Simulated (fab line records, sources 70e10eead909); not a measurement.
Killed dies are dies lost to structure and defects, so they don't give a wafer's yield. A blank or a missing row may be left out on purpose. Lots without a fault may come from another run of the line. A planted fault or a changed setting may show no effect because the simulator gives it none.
Chamber matching | flow nand_harc | NHARC_A_STAIRCASE_TRIM_20 on rie_diel-07: 4 sister chambers
The step chemistry O2, time 211.2 s. 22 wafers are shown with their chamber, then 11 later ones without.

WAFERS WITH THEIR CHAMBER
wafer  | chamber | drypump_motor_current_A (A) | showerhead_plenum_p_Torr (Torr) | oes_product_au (a.u.)
L075.2 | 2       | 5.9                         | 3.44                            | 1.005
L075.3 | 0       | 5.8                         | 3.43                            | 1.004
L075.5 | 2       | 5.9                         | 3.44                            | 1.014
L074.1 | 2       | 5.9                         | 3.44                            | 1.011
L074.5 | 3       | 5.6                         | 3.29                            | 1.003
L074.6 | 2       | 5.9                         | 3.44                            | 1.010
L077.1 | 2       | 5.9                         | 3.44                            | 1.006
L077.3 | 3       | 5.7                         | 3.28                            | 1.006
L077.4 | 1       | 6.6                         | 3.67                            | 1.003
L076.2 | 3       | 5.7                         | 3.28                            | 0.995
L076.4 | 2       | 5.9                         | 3.44                            | 1.002
L076.6 | 2       | 5.9                         | 3.44                            | 1.006
L078.1 | 2       | 5.9                         | 3.44                            | 1.009
L078.2 | 3       | 5.7                         | 3.28                            | 1.001
L078.5 | 0       | 5.8                         | 3.43                            | 1.006
L082.1 | 1       | 6.6                         | 3.67                            | 1.007
L082.2 | 3       | 5.7                         | 3.28                            | 1.003
L082.5 | 0       | 5.8                         | 3.42                            | 1.001
L085.2 | 2       | 5.9                         | 3.43                            | 1.015
L085.4 | 1       | 6.6                         | 3.66                            | 1.006
L085.6 | 1       | 6.6                         | 3.66                            | 1.005
L086.3 | 3       | 5.7                         | 3.81                            | 1.007

SIGNATURES (means of the wafers above)
reading                  | chamber 0 | chamber 1 | chamber 2 | chamber 3 | scatter within a chamber
drypump_motor_current_A  | 5.800     | 6.600     | 5.900     | 5.683     | 0.0215
showerhead_plenum_p_Torr | 3.4267    | 3.6650    | 3.4389    | 3.3700    | 0.114
oes_product_au           | 1.00367   | 1.00525   | 1.00867   | 1.00250   | 0.00381
Rule: a wafer's distance from a chamber is the root of the sum, over the readings, of the square of ((its reading less the chamber's mean) divided by the reading's scatter). The wafer belongs to the nearest chamber; if the next one is less than 2 further off, it can't be placed. The scatter: the root of (the sum of the squares of (reading less its chamber's mean) over the shown wafers, divided by (wafers less chambers)).

WAFERS WITHOUT THEIR CHAMBER
wafer  | drypump_motor_current_A (A) | showerhead_plenum_p_Torr (Torr) | oes_product_au (a.u.)
L086.5 | 6.6                         | 3.65                            | 1.004
L086.6 | 5.8                         | 3.41                            | 1.012
L089.3 | 5.8                         | 3.41                            | 1.017
L089.4 | 5.9                         | 3.42                            | 1.020
L089.5 | 5.7                         | 3.80                            | 1.015
L092.1 | 6.5                         | 3.64                            | 1.004
L092.3 | 5.7                         | 3.80                            | 1.016
L092.6 | 5.9                         | 3.41                            | 1.012
L095.3 | 5.8                         | 3.40                            | 1.027
L095.4 | 5.7                         | 3.79                            | 1.016
L095.6 | 5.7                         | 3.79                            | 1.017

WHICH CHAMBER EACH WENT THROUGH
wafer  | from the rows above     | in truth
L086.5 | 1                       | 1
L086.6 | 0                       | 0
L089.3 | can't be placed: 0 or 2 | 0
L089.4 | 2                       | 2
L089.5 | can't be placed: 3 or 0 | 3
L092.1 | 1                       | 1
L092.3 | can't be placed: 3 or 0 | 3
L092.6 | 2                       | 2
L095.3 | can't be placed: 0 or 2 | 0
L095.4 | can't be placed: 3 or 0 | 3
L095.6 | can't be placed: 3 or 0 | 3
Placed correctly: 5 of 11. Can't be placed from these rows: 6 (the true chamber is among the candidates in 6). Placed wrongly: 0.
